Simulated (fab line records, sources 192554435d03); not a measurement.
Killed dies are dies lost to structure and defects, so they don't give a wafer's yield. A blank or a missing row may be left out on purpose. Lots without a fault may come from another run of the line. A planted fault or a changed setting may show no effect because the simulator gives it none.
fab line records | flow n5_finfet | part 1 of 2: steps 1 to 21 of 30
record lots=5 wafers=15 last_day=15
route steps=1938 shown BEOL_M2@885
lots that met no fault: from a run of the same line without faults
start_h: hours from the record's first day to the start of the lot's first wafer shown | wait_h: hours since the lot's step before | " the same as in the row above | L1.1+2: a row that stands for several wafers | - no value, or no start given | * or withheld: withheld | < > ~ a bound
route shown NAME@n: a module of which the file shows steps, and the number in the route of the first | usual: mean/standard deviation of fault-free wafers | same: alike in all rows | chamber/n: place in a boat | sites: the reading at each site | _std_site: their standard deviation | _edge_site: outer sites' mean less inner sites' | radius_mm: how far each site lies from the wafer's centre | mask NAME#n: copy n | behind: the tool/chamber that last shaped the wafer | hold: why the lot was held/for how many hours/how that ended | device: the transistor (n, p or np) that didn't switch | end of line: the same wafers' tests at the end of the route | a step without rows: its recipe alone | killed: dies lost to structure and defects at the first sort, not the wafer's yield | map: a wafer's dies, x killed, . not, _ none there
set.NAME: the setting as run; set.NAME@STEP: as run at that earlier step | model.NAME: the simulator's own value behind a step, which no gauge read
lots at some steps of the route; a table a step, a row a wafer
services: from which hour (start_h, from the record's first day; less than 0 if before it) a tool's chamber was out of use, for how many hours, and why
## steps
# step N5_BEOL_M2_STRIP_71
# recipe chemistry=N2/H2 temp_c=40 n2_flow_sccm=200 h2_flow_sccm=200 rf_frequency_hz=6e+07
# columns lot.wafer tool chamber start_h wait_h
L074.2+3+5 rie_diel-01 0,1,0 134.06 0.0
L076.2+4+6 rie_diel-06 0,1,0 149.21 0.0
L084.4+5+6 rie_diel-02 2,3,2 197.36 0.0
L085.1+4+5 rie_diel-01 2,3,3 209.90 0.0
L088.1+2+5 rie_diel-02 3,1,0 226.48 0.0
# step N5_BEOL_M2_STRIP_78
# recipe chemistry=N2/H2 temp_c=40 n2_flow_sccm=200 h2_flow_sccm=200 rf_frequency_hz=6e+07
# columns lot.wafer tool chamber start_h wait_h
L074.2+3+5 rie_diel-01 0,1,0 134.07 0.0
L076.2+4+6 rie_diel-06 0,1,0 149.22 0.0
L084.4+5+6 rie_diel-02 2,3,2 197.37 0.0
L085.1+4+5 rie_diel-01 2,3,3 209.91 0.0
L088.1+2+5 rie_diel-02 3,1,0 226.49 0.0
# step N5_BEOL_M2_VIA_ETCH_34
# recipe chemistry=C4F6/O2 target_depth_a=694 mask_material=SOC pressure_mtorr=15 ion_energy_ev=250 taper_deg=4 time_s=65.9 source_w=350 bias_w=170 Ar_flow_sccm=300 C4F6_flow_sccm=10 O2_flow_sccm=10
# usual O2_flow_sccm=10.00/0.031 bias_w=170.0/0.51 drypump_motor_current_A=5.7/0.5 oes_product_au=0.83/0.09 rf_vpp_V=660/13 showerhead_plenum_p_Torr=2.85/0.1 throttle_valve_pct=30.8/0.33
# same time_s=65.9
# columns lot.wafer tool chamber start_h wait_h O2_flow_sccm bias_w drypump_motor_current_A oes_product_au rf_hours_counter_h rf_vpp_V showerhead_plenum_p_Torr throttle_valve_pct
L074.2 rie_diel-01 0 134.08 0.0 9.99 170.6 4.7 0.73 185 656 2.80 30.2
L074.3 " 1 " " 10.03 170.6 5.0 0.74 160 668 2.74 31.4
L074.5 " 0 " " 10.00 170.0 4.7 0.74 - 655 2.80 30.2
L076.2 rie_diel-06 0 149.23 0.0 9.99 170.7 5.7 0.88 47 661 3.02 30.6
L076.4 " 1 " " 10.04 170.3 6.2 0.99 7 670 2.79 30.3
L076.6 " 0 " " 10.00 170.7 5.7 0.88 - 661 3.02 30.6
L084.4 rie_diel-02 2 197.38 0.0 10.02 170.4 5.8 0.90 28 682 2.91 30.8
L084.5 " 3 " " 10.00 169.6 6.1 0.97 - 654 2.79 30.8
L084.6 " 2 " " 10.02 170.2 5.8 0.89 - 683 2.91 30.8
L085.1 rie_diel-01 2 209.92 0.0 9.95 169.6 6.2 0.92 17 662 2.91 30.8
L085.4 " 3 " " 10.02 169.8 5.3 0.88 44 682 2.77 30.9
L085.5 " 3 " " 9.99 169.9 5.4 0.88 - 682 2.78 30.9
L088.1 rie_diel-02 3 226.50 0.0 10.01 169.6 6.1 0.93 21 653 2.78 30.8
L088.2 " 1 " " 9.95 169.9 6.3 0.76 166 646 2.75 30.7
L088.5 " 0 " " 10.00 169.7 5.5 0.86 - 649 3.03 31.0
# step N5_BEOL_M2_STRIP_83
# recipe chemistry=C4F6/O2 resist=SiARC rf_frequency_hz=6e+07
# columns lot.wafer tool chamber start_h wait_h
L074.2+3+5 rie_diel-01 0,1,0 134.13 0.0
L076.2+4+6 rie_diel-06 0,1,0 149.28 0.0
L084.4+5+6 rie_diel-02 2,3,2 197.43 0.0
L085.1+4+5 rie_diel-01 2,3,3 209.97 0.0
L088.1+2+5 rie_diel-02 3,1,0 226.55 0.0
# step N5_BEOL_M2_STRIP_36
# recipe chemistry=N2/H2 power_w=450 temp_c=40 pressure_mtorr=20 rf_frequency_hz=6e+07 overash_fraction=0.3 bias_power_w=7 h2_frac=0.5 n2_flow_sccm=200 h2_flow_sccm=200
# usual drypump_motor_current_A=5.7/0.5 oes_product_au=0.83/0.089 rf_vpp_V=59.0/1.6 showerhead_plenum_p_Torr=2.54/0.091 throttle_valve_pct=23.7/0.36
# columns lot.wafer tool chamber start_h wait_h drypump_motor_current_A oes_product_au rf_hours_counter_h rf_vpp_V showerhead_plenum_p_Torr throttle_valve_pct
L074.2 rie_diel-01 0 134.14 0.0 4.7 0.74 185 59.1 2.54 23.4
L074.3 " 1 " " 5.0 0.73 160 59.8 2.45 24.4
L074.5 " 0 " " 4.7 0.75 - 61.7 2.54 23.5
L076.2 rie_diel-06 0 149.29 0.0 5.7 0.87 47 57.3 2.69 23.3
L076.4 " 1 " " 6.3 0.97 7 59.9 2.48 23.0
L076.6 " 0 " " 5.7 0.86 - 59.3 2.69 23.3
L084.4 rie_diel-02 2 197.44 0.0 5.7 0.88 28 60.8 2.61 23.7
L084.5 " 3 " " 6.2 0.96 - 60.2 2.47 23.4
L084.6 " 2 " " 5.8 0.89 - 59.5 2.61 23.7
L085.1 rie_diel-01 2 209.98 0.0 6.2 0.93 17 59.9 2.59 23.5
L085.4 " 3 " " 5.4 0.86 44 58.0 2.45 23.7
L085.5 " 3 " " 5.4 0.87 - 59.0 2.45 23.7
L088.1 rie_diel-02 3 226.56 0.0 6.1 0.94 21 57.4 2.47 23.4
L088.2 " 1 " " 6.3 0.77 166 57.1 2.44 23.4
L088.5 " 0 " " 5.5 0.87 - 61.2 2.69 23.8
# step N5_BEOL_M2_TRENCH_ETCH_37
# recipe chemistry=C4F6/O2 target_depth_a=555.55 target=SiOC time_s=29.2 ion_energy_ev=250 pressure_mtorr=30 source_w=355 bias_w=185 Ar_flow_sccm=300 C4F6_flow_sccm=10 O2_flow_sccm=10
# usual O2_flow_sccm=10.00/0.032 bias_w=185.0/0.58 drypump_motor_current_A=5.7/0.49 oes_product_au=0.83/0.091 rf_vpp_V=660/13 showerhead_plenum_p_Torr=2.85/0.1 throttle_valve_pct=20.87/0.23
# same time_s=29.2
# columns lot.wafer tool chamber start_h wait_h O2_flow_sccm bias_w drypump_motor_current_A oes_product_au rf_hours_counter_h rf_vpp_V showerhead_plenum_p_Torr throttle_valve_pct
L074.2 rie_diel-01 0 - - 9.97 185.6 4.7 0.73 185 654 2.81 20.60
L074.3 " 1 " " 10.05 183.7 5.0 0.74 160 669 2.74 21.32
L074.5 " 0 " " 10.03 185.9 4.7 0.73 - 657 2.81 20.58
L076.2 rie_diel-06 0 - - 10.03 184.9 5.7 0.87 48 660 3.03 20.71
L076.4 " 1 " " 10.01 184.6 6.3 0.98 7 667 2.79 20.53
L076.6 " 0 " " 9.99 185.0 5.7 0.89 - 661 3.03 20.73
L084.4 rie_diel-02 2 - - 9.98 184.2 5.8 0.88 28 682 2.92 20.78
L084.5 " 3 " " 10.04 185.4 6.1 0.96 - 653 2.79 20.80
L084.6 " 2 " " 10.00 183.6 5.8 0.88 - 681 2.92 20.80
L085.1 rie_diel-01 2 - - 10.02 185.5 6.2 0.91 17 661 2.91 20.78
L085.4 " 3 " " 10.00 185.3 5.4 0.87 44 683 2.78 20.72
L085.5 " 3 " " 10.03 186.0 5.4 0.87 - 684 2.78 20.72
L088.1 rie_diel-02 3 - - 9.96 184.8 6.1 0.93 21 654 2.79 20.82
L088.2 " 1 " " 9.97 184.6 6.3 0.75 166 645 2.76 20.80
L088.5 " 0 " " 10.04 184.4 5.5 0.86 - 650 3.04 20.94
# step N5_BEOL_M2_ETCH_41
# recipe chemistry=CH3F/O2 target=SiCN target_depth_a=299 taper_deg=2 time_s=52.5 ion_energy_ev=120 mask_material=TiN pressure_mtorr=30 source_w=395 bias_w=75 Ar_flow_sccm=150 CH3F_flow_sccm=30 O2_flow_sccm=20
# usual CH3F_flow_sccm=30.00/0.095 O2_flow_sccm=20.00/0.057 bias_w=74.98/0.21 drypump_motor_current_A=5.7/0.5 oes_product_au=0.83/0.091 rf_vpp_V=297.3/1.6 showerhead_plenum_p_Torr=2.00/0.074 throttle_valve_pct=16.30/0.23
# same time_s=52.5
# columns lot.wafer tool chamber start_h wait_h CH3F_flow_sccm O2_flow_sccm bias_w drypump_motor_current_A oes_product_au rf_hours_counter_h rf_vpp_V showerhead_plenum_p_Torr throttle_valve_pct
L074.2 rie_diel-01 0 - - 30.02 19.91 75.26 4.7 0.73 185 296.2 1.97 16.16
L074.3 " 1 " " 30.09 19.94 74.88 5.0 0.74 160 294.3 1.92 16.75
L074.5 " 0 " " 30.03 19.93 75.10 4.7 0.73 - 297.7 1.97 16.17
L076.2 rie_diel-06 0 - - 29.87 19.98 75.36 5.7 0.89 48 299.7 2.13 16.13
L076.4 " 1 " " 30.18 19.89 75.03 6.3 0.97 7 296.4 1.96 16.00
L076.6 " 0 " " 29.88 19.95 75.15 5.7 0.88 - 299.4 2.13 16.13
L084.4 rie_diel-02 2 - - 30.20 19.95 74.99 5.8 0.89 28 298.5 2.05 16.19
L084.5 " 3 " " 30.04 19.96 75.45 6.2 0.97 - 296.6 1.96 16.19
L084.6 " 2 " " 30.05 19.96 75.51 5.8 0.88 - 298.4 2.05 16.18
L085.1 rie_diel-01 2 - - 30.07 20.12 74.72 6.2 0.92 17 297.6 2.05 16.16
L085.4 " 3 " " 30.03 20.01 75.17 5.4 0.88 44 296.9 1.95 16.12
L085.5 " 3 " " 30.06 20.07 75.28 5.4 0.88 - 295.3 1.95 16.12
L088.1 rie_diel-02 3 - - 30.03 20.00 74.92 6.1 0.93 21 295.4 1.96 16.22
L088.2 " 1 " " 30.04 19.92 75.06 6.3 0.75 166 296.3 1.93 16.27
L088.5 " 0 " " 29.92 20.02 74.87 5.5 0.87 - 298.6 2.14 16.29
# step N5_BEOL_M2_STRIP_97
# recipe chemistry=N2/H2 time_s=10 power_w=450 temp_c=40 pressure_mtorr=20 rf_frequency_hz=6e+07 bias_power_w=7 n2_flow_sccm=200 h2_flow_sccm=200
# usual drypump_motor_current_A=5.7/0.5 oes_product_au=0.83/0.089 rf_vpp_V=59.2/0.83 showerhead_plenum_p_Torr=2.54/0.091 throttle_valve_pct=23.6/0.36
# same time_s=10
# columns lot.wafer tool chamber start_h wait_h drypump_motor_current_A oes_product_au rf_hours_counter_h rf_vpp_V showerhead_plenum_p_Torr throttle_valve_pct
L074.2 rie_diel-01 0 - - 4.7 0.74 185 58.1 2.54 23.4
L074.3 " 1 " " 5.0 0.74 160 58.4 2.45 24.4
L074.5 " 0 " " 4.7 0.74 - 59.3 2.54 23.4
L076.2 rie_diel-06 0 - - 5.7 0.87 48 59.5 2.69 23.3
L076.4 " 1 " " 6.3 0.97 7 59.2 2.48 23.1
L076.6 " 0 " " 5.7 0.86 - 59.8 2.69 23.3
L084.4 rie_diel-02 2 - - 5.8 0.88 28 58.1 2.61 23.7
L084.5 " 3 " " 6.1 0.96 - 58.5 2.47 23.4
L084.6 " 2 " " 5.8 0.88 - 59.7 2.61 23.7
L085.1 rie_diel-01 2 - - 6.2 0.93 17 58.9 2.59 23.5
L085.4 " 3 " " 5.4 0.89 44 58.5 2.45 23.7
L085.5 " 3 " " 5.4 0.88 - 60.9 2.45 23.6
L088.1 rie_diel-02 3 - - 6.1 0.93 21 59.4 2.47 23.4
L088.2 " 1 " " 6.3 0.77 166 57.9 2.44 23.4
L088.5 " 0 " " 5.5 0.86 - 60.0 2.69 23.8
# step N5_BEOL_M2_OCD_MEAS_38
# usual trench_depth_nm=56.1/1.3
# columns lot.wafer tool chamber start_h wait_h trench_depth_nm
L074.2 ocd-02 - 134.34 - 54.6
L074.3 " - " " 54.8
L074.5 " - " " 54.5
L076.2 ocd-01 - 149.48 - 58.4
L076.4 " - " " 58.1
L076.6 " - " " 58.7
L084.4 ocd-01 - 197.64 - 56.6
L084.5 " - " " 56.6
L084.6 " - " " 56.8
L085.1 ocd-01 - 210.18 - 55.1
L085.4 " - " " 55.2
L085.5 " - " " 54.8
L088.1 ocd-02 - 226.76 - 57.3
L088.2 " - " " 55.2
L088.5 " - " " 57.2
# step N5_BEOL_M2_HM_STRIP_39
# recipe chemistry=peroxide_tin_strip material=TiN target_depth_a=250 temp_c=50 time_s=158
# same time_s=158
# columns lot.wafer tool chamber start_h wait_h
L074.2+3+5 wet_bench-01 7,4,3 134.37 0.0
L076.2+4+6 wet_bench-05 6,3,7 149.52 0.0
L084.4+5+6 wet_bench-03 7,2,0 197.66 0.0
L085.1+4+5 wet_bench-03 2,1,6 210.21 0.0
L088.1+2+5 wet_bench-03 1,3,2 226.79 0.0
# step N5_BEOL_M2_SRD_40
# recipe time_s=30 temp_c=23 rinse_liquid=diw dry=ipa_marangoni
# same time_s=30
# columns lot.wafer tool chamber start_h wait_h
L074.2+3+5 wet_bench-01 7,4,3 134.42 0.0
L076.2+4+6 wet_bench-05 6,3,7 149.56 0.0
L084.4+5+6 wet_bench-03 7,2,0 197.71 0.0
L085.1+4+5 wet_bench-03 2,1,6 210.25 0.0
L088.1+2+5 wet_bench-03 1,3,2 226.84 0.0
# step N5_BEOL_M2_PRECLEAN_42
# recipe chemistry=residue_remover time_s=60 temp_c=40
# same time_s=60
# columns lot.wafer tool chamber start_h wait_h
L074.2+3+5 wet_bench-01 7,4,3 134.43 0.0
L076.2+4+6 wet_bench-05 6,3,7 149.58 0.0
L084.4+5+6 wet_bench-03 7,2,0 197.73 0.0
L085.1+4+5 wet_bench-03 2,1,6 210.27 0.0
L088.1+2+5 wet_bench-03 1,3,2 226.85 0.0
# step N5_BEOL_M2_SRD_43
# recipe time_s=30 temp_c=23 rinse_liquid=diw dry=ipa_marangoni
# same time_s=30
# columns lot.wafer tool chamber start_h wait_h
L074.2+3+5 wet_bench-01 7,4,3 134.45 0.0
L076.2+4+6 wet_bench-05 6,3,7 149.60 0.0
L084.4+5+6 wet_bench-03 7,2,0 197.74 0.0
L085.1+4+5 wet_bench-03 2,1,6 210.29 0.0
L088.1+2+5 wet_bench-03 1,3,2 226.87 0.0
# step N5_BEOL_M2_CD_MEAS_35
# recipe target_cd_nm=18 target_cd_y_nm=22.2 polarity=opening
# usual cd_nm=18.1/0.34
# columns lot.wafer tool chamber start_h wait_h cd_nm
L074.2 cd_sem-03 - 134.49 0.0 17.7
L074.3 " - " " 17.8
L074.5 " - " " 18.5
L076.2 cd_sem-03 - 149.64 0.0 17.8
L076.4 " - " " 18.0
L076.6 " - " " 18.5
L084.4 cd_sem-01 - 197.79 0.0 17.8
L084.5 " - " " 18.4
L084.6 " - " " 19.0
L085.1 cd_sem-02 - 210.33 0.0 17.3
L085.4 " - " " 17.7
L085.5 " - " " 17.7
L088.1 cd_sem-01 - 226.91 0.0 18.0
L088.2 " - " " 18.1
L088.5 " - " " 18.0
# step N5_BEOL_M2_DEGAS_44
# recipe ambient=vacuum temp_c=250 time_s=60
# usual heater_power_w=313/32
# same time_s=60
# columns lot.wafer tool chamber start_h wait_h heater_power_w
L074.2 pvd_sputter-01 - 135.06 0.6 309
L074.3 " - " " 266
L074.5 " - " " 266
L076.2 pvd_sputter-01 - 149.90 0.3 261
L076.4 " - " " 310
L076.6 " - " " 315
L084.4 pvd_sputter-03 - 198.01 0.2 319
L084.5 " - " " 309
L084.6 " - " " 355
L085.1 pvd_sputter-01 - 210.86 0.5 285
L085.4 " - " " 345
L085.5 " - " " 264
L088.1 pvd_sputter-02 - 227.57 0.7 297
L088.2 " - " " 280
L088.5 " - " " 272
# step N5_BEOL_M2_PRE_CLEAN_45
# recipe gas=H2/He time_s=30 temp_c=250
# usual heater_power_w=313/33
# same time_s=30
# columns lot.wafer tool chamber start_h wait_h heater_power_w
L074.2 pvd_sputter-01 - 135.10 0.0 314
L074.3 " - " " 259
L074.5 " - " " 269
L076.2 pvd_sputter-01 - 149.94 0.0 264
L076.4 " - " " 308
L076.6 " - " " 307
L084.4 pvd_sputter-03 - 198.05 0.0 316
L084.5 " - " " 307
L084.6 " - " " 338
L085.1 pvd_sputter-01 - 210.90 0.0 275
L085.4 " - " " 354
L085.5 " - " " 257
L088.1 pvd_sputter-02 - 227.61 0.0 283
L088.2 " - " " 275
L088.5 " - " " 277
# step N5_BEOL_M2_ALD_84
# recipe material=TaN target_thk_a=* temp_c=275 ald_precursor_family=PDMAT ald_co_reactant=NH3 pressure_torr=3 carrier_flow_sccm=1500 pulse_time_s=2 purge_time_s=3 co_reactant_purge_time_s=2 co_reactant_pulse_time_s=3 ald_cycles=30 precursor_vessel_temp_c=75 precursor_vessel_pressure_torr=26.25 precursor_vessel_carrier_sccm=1000
# usual heater_power_w=397/29 precursor_vessel_temp_c=74.99/0.12
# same pulse_time_s=2
# columns lot.wafer tool chamber start_h wait_h heater_power_w precursor_vessel_temp_c since_wet_clean_h
L074.2 ald_metal-02 1 135.22 0.1 417 74.91 2875
L074.3 " 2 " " 396 74.84 2875
L074.5 " 1 " " 406 75.12 -
L076.2 ald_metal-03 0 150.00 0.0 447 74.88 4428
L076.4 " 1 " " 450 74.95 4428
L076.6 " 3 " " 430 74.98 -
L084.4 ald_metal-02 3 198.12 0.1 389 75.15 2938
L084.5 " 2 " " 392 75.12 -
L084.6 " 3 " " 387 75.04 -
L085.1 ald_metal-02 2 210.96 0.0 383 74.92 2951
L085.4 " 3 " " 384 75.21 2951
L085.5 " 2 " " 389 74.96 -
L088.1 ald_metal-01 0 227.67 0.0 407 74.97 1429
L088.2 " 1 " " 323 75.05 1429
L088.5 " 0 " " 402 75.16 -
# step N5_BEOL_M2_SURFACE_TREAT_85
# recipe gas=Ar time_s=* ion_energy_ev=* ion_current_ma_cm2=0.5 pressure_mtorr=* ar_flow_sccm=30
# usual throttle_valve_pct=*
# same time_s=*
# columns lot.wafer tool chamber start_h wait_h throttle_valve_pct
L074.2 pvd_sputter-01 - 135.46 0.1 *
L074.3 " - " " *
L074.5 " - " " *
L076.2 pvd_sputter-03 - 150.23 0.1 *
L076.4 " - " " *
L076.6 " - " " *
L084.4 pvd_sputter-03 - 198.41 0.2 *
L084.5 " - " " *
L084.6 " - " " *
L085.1 pvd_sputter-03 - 211.20 0.1 *
L085.4 " - " " *
L085.5 " - " " *
L088.1 pvd_sputter-02 - 228.05 0.3 *
L088.2 " - " " *
L088.5 " - " " *
# step N5_BEOL_M2_CVD_47
# recipe material=Co target_thk_a=30 temp_c=withheld precursor=CCTBA/H2 pressure_torr=30 time_s=223.8
# same time_s=223.8
# columns lot.wafer tool chamber start_h wait_h since_wet_clean_h
L074.2 cvd_co-01 2 135.52 0.0 436
L074.3 " 2 " " -
L074.5 " 0 " " -
L076.2 cvd_co-02 1 150.35 0.1 1129
L076.4 " 0 " " -
L076.6 " 1 " " -
L084.4 cvd_co-02 2 198.54 0.1 -
L084.5 " 0 " " -
L084.6 " 1 " " -
L085.1 cvd_co-01 0 211.26 0.0 971
L085.4 " 1 " " -
L085.5 " 0 " " -
L088.1 cvd_co-01 0 228.11 0.0 988
L088.2 " 1 " " 74
L088.5 " 2 " " -
# step N5_BEOL_M2_SPUTTER_48
# recipe material=Cu target_thk_a=45 temp_c=-20 chamber_pressure_pa=0.07 power_w=withheld time_s=8.29
# usual chuck_gas_flow_sccm=1.27/0.054 throttle_valve_pct=30.1/0.68
# same time_s=8.29
# columns lot.wafer tool chamber start_h wait_h chuck_gas_flow_sccm throttle_valve_pct
L074.2 pvd_sputter-01 - 135.82 0.2 1.25 30.4
L074.3 " - " " 1.19 29.9
L074.5 " - " " 1.32 29.8
L076.2 pvd_sputter-03 - 150.51 0.1 1.30 31.1
L076.4 " - " " 1.26 30.4
L076.6 " - " " 1.30 30.7
L084.4 pvd_sputter-03 - 198.71 0.1 1.23 30.6
L084.5 " - " " 1.25 30.4
L084.6 " - " " 1.35 29.1
L085.1 pvd_sputter-02 - 211.42 0.1 1.26 31.3
L085.4 " - " " 1.22 30.8
L085.5 " - " " 1.30 30.9
L088.1 pvd_sputter-03 - 228.31 0.1 1.37 31.1
L088.2 " - " " 1.25 28.9
L088.5 " - " " 1.37 30.3
# step N5_BEOL_M2_ANNEAL_49
# recipe temp_c=400 time_s=240 ambient=vacuum
# usual heater_power_w=794/75
# same time_s=240
# columns lot.wafer tool chamber start_h wait_h heater_power_w
L074.2 pvd_sputter-01 - 135.90 0.0 890
L074.3 " - " " 656
L074.5 " - " " 690
L076.2 pvd_sputter-03 - 150.59 0.0 767
L076.4 " - " " 763
L076.6 " - " " 771
L084.4 pvd_sputter-03 - 198.79 0.0 773
L084.5 " - " " 780
L084.6 " - " " 847
L085.1 pvd_sputter-02 - 211.50 0.0 719
L085.4 " - " " 779
L085.5 " - " " 784
L088.1 pvd_sputter-03 - 228.39 0.0 777
L088.2 " - " " 879
L088.5 " - " " 764
